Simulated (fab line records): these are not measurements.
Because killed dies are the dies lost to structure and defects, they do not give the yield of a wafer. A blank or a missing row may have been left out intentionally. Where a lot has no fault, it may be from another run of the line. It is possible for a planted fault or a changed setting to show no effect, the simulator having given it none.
The tool behind it: which one? ; flow nand-harc ; 69 wafers from 23 lots sampled at 2 of the route's 1159 steps

WHAT EACH GAUGE READ, for each wafer
NHARC_A_CONTACT_OVL_MEAS_43. Usual: overlay-x-nm -0.1 nm, standard deviation 1; overlay-y-nm 0.1 nm, standard deviation 0.9.
lot;measured;on;overlay-x-nm (nm);overlay-y-nm (nm);flag
L074;day 16 12:40;overlay-01;-0.5 -0.2 0.4;0.4 0.7 0.0;
L076;day 16 11:08;overlay-02;0.5 1.0 0.7;0.0 0.0 -0.4;
L075;day 16 16:07;overlay-01;0.7 0.3 1.1;0.5 0.1 0.1;
L078;day 17 01:30;overlay-02;1.5 1.5 1.1;2.1 2.1 2.2;
L077;day 17 05:34;overlay-01;0.1 0.7 0.0;-0.4 -0.4 -0.3;
L079;day 17 04:35;overlay-02;-1.7 -2.1 -2.0;1.4 1.5 1.7;
L080;day 18 09:10;overlay-01;-1.1 -1.2 -0.9;-0.4 -0.2 -0.2;
L082;day 18 10:33;overlay-02;0.3 0.4 -0.4;-0.1 0.1 0.3;
L083;day 18 20:12;overlay-01;-1.1 -1.1 -0.7;0.1 -0.4 0.0;
L084;day 18 18:33;overlay-01;-0.3 -0.2 0.7;1.4 1.8 2.2;
L081;day 18 22:14;overlay-01;-1.0 -1.4 -1.3;0.4 0.2 0.4;
L087;day 19 09:20;overlay-01;-0.5 -0.4 0.5;-1.4 -1.5 -1.8;
L086;day 19 14:17;overlay-01;0.0 -0.4 -0.3;0.5 0.0 -0.1;
L089;day 19 19:57;overlay-01;-0.8 -0.6 -1.0;-0.5 0.1 -0.6;
L088;day 19 20:20;overlay-01;-0.5 0.1 0.4;1.6 1.7 1.4;
L090;day 20 12:27;overlay-01;0.1 0.0 0.1;-0.3 -0.8 -0.6;
L091;day 20 14:31;overlay-01;1.9 1.7 1.9;-1.6 -1.1 -0.6;
L094;day 20 23:43;overlay-02;-0.9 -0.2 -0.2;0.5 0.1 0.0;
L095;day 21 13:28;overlay-01;-1.5 -1.6 -1.2;-0.3 -0.8 -0.2;
L092;day 21 17:40;overlay-01;2.0 1.7 1.7;-0.7 -0.5 -0.7;
L096;day 22 09:11;overlay-02;0.2 0.5 -0.1;-0.1 -0.4 -0.4;
L093;day 21 23:51;overlay-02;0.9 0.8 1.1;-0.9 -0.9 -1.0;
L097;day 22 15:50;overlay-02;-1.2 -0.6 -1.1;-0.4 0.2 0.7;

WHICH TOOL RAN EACH LOT (tool, then ch and the chambers of the sampled wafers, then the start)
lot;NHARC_A_WL_FILL_ALD_10
L074;ald-hk-02 ch 1,2,3, day 15 11:34
L076;ald-hk-03 ch 0,3, day 15 13:10
L075;ald-hk-04 ch 1,2,3, day 15 15:58
L078;ald-hk-02 ch 0,1,3, day 16 04:41
L077;ald-hk-03 ch 1,2,3, day 16 06:40
L079;ald-hk-02 ch 1,2,3, day 16 08:41
L080;ald-hk-02 ch 0,2, day 17 12:10
L082;ald-hk-03 ch 0,1, day 17 12:10
L083;ald-hk-04 ch 1,2, day 17 21:07
L084;ald-hk-02 ch 0,1,2, day 17 22:05
L081;ald-hk-03 ch 0,2,3, day 17 22:38
L087;ald-hk-03 ch 0,1, day 18 13:51
L086;ald-hk-02 ch 0,2,3, day 18 14:22
L089;ald-hk-03 ch 0,1, day 18 23:46
L088;ald-hk-04 ch 1,2,3, day 19 00:17
L090;ald-hk-03 ch 0,2,3, day 19 15:27
L091;ald-hk-02 ch 2,3, day 19 16:28
L094;ald-hk-03 ch 1,3, day 20 03:08
L095;ald-hk-03 ch 0,2,3, day 20 10:12
L092;ald-hk-04 ch 0,1,2, day 20 10:12
L096;ald-hk-02 ch 1,2, day 21 04:19
L093;ald-hk-03 ch 0,1, day 21 04:51
L097;ald-hk-03 ch 0,3, day 21 20:01
- NHARC_A_WL_FILL_ALD_10: deposits SiO2, target thk 50 nm, pulse time 10 s, ald cycles 500.

AS READ BY THE TOOLS THEMSELVES (means over the sampled wafers that have a number; for cases with no such wafer, the mark the record gives instead)
NHARC_A_WL_FILL_ALD_10. Usual: heater-power-w 472 W, standard deviation 56; precursor-pulse-height-rel 0.997, standard deviation 0.019.
lot;tool;heater-power-w (W);precursor-pulse-height-rel;flag
L074;ald-hk-02;460;0.979;
L076;ald-hk-03;454;1.007;
L075;ald-hk-04;521;0.999;
L078;ald-hk-02;475;0.984;
L077;ald-hk-03;438;0.995;
L079;ald-hk-02;457;1.003;
L080;ald-hk-02;505;1.006;
L082;ald-hk-03;503;0.991;
L083;ald-hk-04;529;0.978;
L084;ald-hk-02;506;1.007;
L081;ald-hk-03;424;1.012;
L087;ald-hk-03;507;0.998;
L086;ald-hk-02;458;0.996;
L089;ald-hk-03;504;0.996;
L088;ald-hk-04;510;1.007;
L090;ald-hk-03;432;1.003;
L091;ald-hk-02;451;1.003;
L094;ald-hk-03;496;0.993;
L095;ald-hk-03;424;0.987;
L092;ald-hk-04;494;0.978;
L096;ald-hk-02;504;0.982;
L093;ald-hk-03;504;0.995;
L097;ald-hk-03;463;1.007;

THE ANSWER, worked out from the rows above alone
Rule: lot off if the mean of its wafers having a number is beyond 3 standard deviations from the usual mean. Also off: a lot with no number at a reading for which 4 or more lots have one. All remaining lots with rows at the step are treated as sound. Order of review: gauges by route order, followed by the tools' own readings, for which a lot's mean as printed above is used. At the first step where some lot is off, the reading lying furthest off is the one used; lots without a number count as furthest.
No lot is off at any reading shown: from this, nothing can be told.

WHAT THE SIMULATOR HAD INSERTED
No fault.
